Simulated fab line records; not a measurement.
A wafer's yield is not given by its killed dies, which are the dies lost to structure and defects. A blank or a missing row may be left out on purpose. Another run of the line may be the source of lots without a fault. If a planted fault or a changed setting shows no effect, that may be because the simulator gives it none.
Chamber matching	flow n5-finfet	N5_BEOL_M7_ETCH_61 on rie-diel-01 has 4 sister chambers
The step etches SiARC in CF4, target depth 45.5 nm, time 75.8 s. 27 wafers are shown with their chamber, then 12 later ones without.

== WAFERS PAIRED WITH THEIR CHAMBERS ==
wafer	chamber	drypump-motor-current-A (A)	etch-rf-on-time-s (s)	throttle-valve-pct (%)
L074.1	0	5.4	74.8	15.53
L074.3	1	5.6	76.4	15.92
L074.5	0	5.4	74.8	15.54
L075.2	0	5.4	75.3	15.53
L075.4	0	5.4	75.1	15.55
L075.5	2	5.7	77.2	15.82
L077.1	0	5.4	75.3	15.55
L077.4	2	5.7	77.1	15.83
L077.6	1	5.6	76.0	15.45
L076.4	0	5.4	75.3	15.55
L076.5	3	6.1	74.2	15.42
L076.6	1	5.6	75.4	15.44
L078.4	3	6.0	73.8	15.45
L078.5	0	5.4	74.2	15.56
L078.6	3	6.1	73.1	15.44
L079.1	0	5.4	74.4	15.58
L079.3	1	5.6	75.3	15.46
L079.4	3	6.1	73.4	15.44
L081.1	2	5.6	76.9	15.84
L081.2	0	5.4	75.0	15.58
L081.4	1	5.6	76.1	15.47
L085.1	0	5.4	74.8	15.59
L085.2	1	5.6	75.8	15.48
L085.6	2	5.7	76.5	15.86
L095.4	0	5.4	75.1	15.62
L095.5	1	5.6	76.1	15.51
L095.6	2	5.7	76.6	15.88

SIGNATURES (averages over the wafers above)
reading	chamber 0	chamber 1	chamber 2	chamber 3	scatter within a chamber
drypump-motor-current-A	5.400	5.600	5.680	6.075	0.026
etch-rf-on-time-s	74.918	75.871	76.860	73.625	0.382
throttle-valve-pct	15.5618	15.5329	15.8460	15.4375	0.0905
Rule: distance of a wafer from a chamber = root of the sum over the readings of ((wafer's reading minus chamber's mean) / reading's scatter) squared. If the next closest chamber is less than 2 further off than the closest, the wafer can't be placed; otherwise it belongs to the closest. The scatter: take each reading less its chamber's mean, square it, sum over the shown wafers, divide by the number of wafers less the number of chambers, and take the root.

== WAFERS WHOSE CHAMBER IS MISSING ==
wafer	drypump-motor-current-A (A)	etch-rf-on-time-s (s)	throttle-valve-pct (%)
L097.3	5.6	76.7	15.50
L097.4	5.7	77.0	15.89
L097.5	6.0	73.2	15.50
L094.1	6.0	72.4	15.51
L094.5	6.1	73.3	15.52
L094.6	5.4	74.5	15.64
L093.1	5.7	76.4	15.91
L093.4	6.1	73.1	15.51
L093.5	5.7	76.1	15.91
L096.3	5.6	76.5	15.54
L096.4	5.7	76.6	15.92
L096.6	6.1	74.2	15.51

== CHAMBER TAKEN BY EACH ==
wafer	from the rows above	in truth
L097.3	1	1
L097.4	2	2
L097.5	3	3
L094.1	3	3
L094.5	3	3
L094.6	0	0
L093.1	2	2
L093.4	3	3
L093.5	2	2
L096.3	1	1
L096.4	2	2
L096.6	3	3
Correct placement for 12 of the 12. Number that these rows cannot place: 0. Wrongly placed: 0.
